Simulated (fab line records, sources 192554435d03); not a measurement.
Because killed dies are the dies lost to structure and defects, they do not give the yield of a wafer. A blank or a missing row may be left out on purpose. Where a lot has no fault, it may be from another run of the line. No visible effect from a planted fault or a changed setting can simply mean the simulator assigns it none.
Struck lot and sound lot, side by side ; flow n5-finfet ; 14 steps out of a route of 1938
Sound: wafers L814.1, L814.4, L814.6. Struck: wafer L825.1 (left out: L825.2, L825.5 of the same lot, which were not struck); the cause appears at the end.
For every step that has rows: the tool of each side, followed by ch and its chambers, followed by its first start. Under that, the readings that differ: sound wafers ; struck wafers ; difference of the means ; sigmas: that difference in standard deviations of wafers without a fault.
alike: readings with means less than 2 such deviations apart, plus words and numbers identical on both sides. not compared: withheld readings, readings lacking a value on some wafer, bounds such as >300 that could conceal the same value, and numbers that have no deviation in the record and whose values overlap.
Wherever a step has rows on one side only, a row that says differs or no value, or a row with sigmas, the two part there. Numbers that don't overlap but have no deviation are shown without sigmas and don't part them. A reading missing from all wafers of one side parts the sides only when that side holds two or more wafers.

first, 1 step without rows for these wafers: N5_BEOL_M10_DEVELOP_27 (develop time 30 s).
N5_BEOL_M10_CD_MEAS_28: the cd target is 70 nm.
  sound on cd-sem-03 ch 0, day 10 21:02; struck on cd-sem-03 ch 0, day 13 11:47
  alike: cd-nm
N5_BEOL_M10_OVL_MEAS_29:
  sound on overlay-01 ch 0, day 10 21:04; struck on overlay-02 ch 0, day 13 11:49
  alike: V9_OVL
N5_BEOL_M10_INSPECT_30: inspects for defects (brightfield).
  sound: defect-inspect-02 at day 10 21:05; struck: defect-inspect-02 at day 13 11:50
  alike: raw-defect-count
N5_BEOL_M10_DESCUM_33: chemistry O2, time 7.9 s.
  sound on rie-diel-01 ch 0,2,3, day 10 21:18; struck on rie-diel-03 ch 1, day 13 12:09
  alike: bias-power-w, drypump-motor-current-A, oes-product-au, rf-fwd-power-W, rf-vpp-V, showerhead-plenum-p-Torr, throttle-valve-pct
  not compared: rf-hours-counter-h
then, 1 step without rows for these wafers: N5_BEOL_M10_ETCH_65 (etches SiARC in CF4, target depth 39 nm, time 65 s).
N5_BEOL_M10_ETCH_66: etches SOC in N2/H2, target depth 120 nm, overetch 24 nm, time 180 s.
  sound on rie-diel-01 ch 0,2,3, day 10 21:23; struck on rie-diel-03 ch 1, day 13 12:14
reading;sound;struck;difference;sigmas
throttle-valve-pct (%);18.17 18.04 17.68;17.40;-0.56;-2
  alike: drypump-motor-current-A, oes-product-au, rf-fwd-power-W, rf-vpp-V, showerhead-plenum-p-Torr
  not compared: rf-hours-counter-h
then, 1 step without rows for these wafers: N5_BEOL_M10_STRIP_69 (strips in N2/H2).
N5_BEOL_M10_VIA_ETCH_34: etches SiCOH lowk in C4F6/O2, target depth 184.5 nm, time 69.2 s.
  sound on rie-diel-01 ch 0,2,3, day 10 21:31; struck on rie-diel-03 ch 1, day 13 12:22
  alike: drypump-motor-current-A, oes-product-au, rf-fwd-power-W, rf-vpp-V, showerhead-plenum-p-Torr, throttle-valve-pct
  not compared: rf-hours-counter-h
then, 1 step without rows for these wafers: N5_BEOL_M10_STRIP_73 (strips in C4F6/O2).
N5_BEOL_M10_STRIP_36: strips in N2/H2.
  sound on rie-diel-01 ch 0,2,3, day 10 21:34; struck on rie-diel-03 ch 1, day 13 12:25
reading;sound;struck;difference;sigmas
throttle-valve-pct (%);24.1 24.1 23.6;22.9;-1.0;-3
  alike: bias-power-w, drypump-motor-current-A, oes-product-au, rf-vpp-V, showerhead-plenum-p-Torr
  not compared: rf-hours-counter-h
N5_BEOL_M10_TRENCH_ETCH_37: etches SiCOH lowk in C4F6/O2, target depth 148.83 nm, time 48 s.
  sound: rie-diel-01 ch 0,2,3; struck: rie-diel-03 ch 1
  alike: drypump-motor-current-A, oes-product-au, rf-fwd-power-W, rf-vpp-V, showerhead-plenum-p-Torr, throttle-valve-pct
  not compared: rf-hours-counter-h
N5_BEOL_M10_ETCH_41: etches SiCN in CH3F/O2, target depth 42.6 nm, time 86 s.
  sound on rie-diel-01 ch 0,2,3, day 10 21:39; struck on rie-diel-03 ch 1, day 13 12:30
reading;sound;struck;difference;sigmas
oes-product-au (a.u.);0.72 0.90 0.80;1.11;+0.30;+3
model.etch.depth-nm (nm);32.81 33.01 32.62;52.45;+19.64;
  alike: drypump-motor-current-A, rf-fwd-power-W, rf-vpp-V, showerhead-plenum-p-Torr, throttle-valve-pct
  not compared: rf-hours-counter-h
then, 1 step without rows for these wafers: N5_BEOL_M10_STRIP_77 (strips in N2/H2, time 10 s).

## WHERE THEY PART
At N5_BEOL_M10_ETCH_66 first; at N5_BEOL_M10_ETCH_41 last (within this record only).

WHY: what the simulator had put in
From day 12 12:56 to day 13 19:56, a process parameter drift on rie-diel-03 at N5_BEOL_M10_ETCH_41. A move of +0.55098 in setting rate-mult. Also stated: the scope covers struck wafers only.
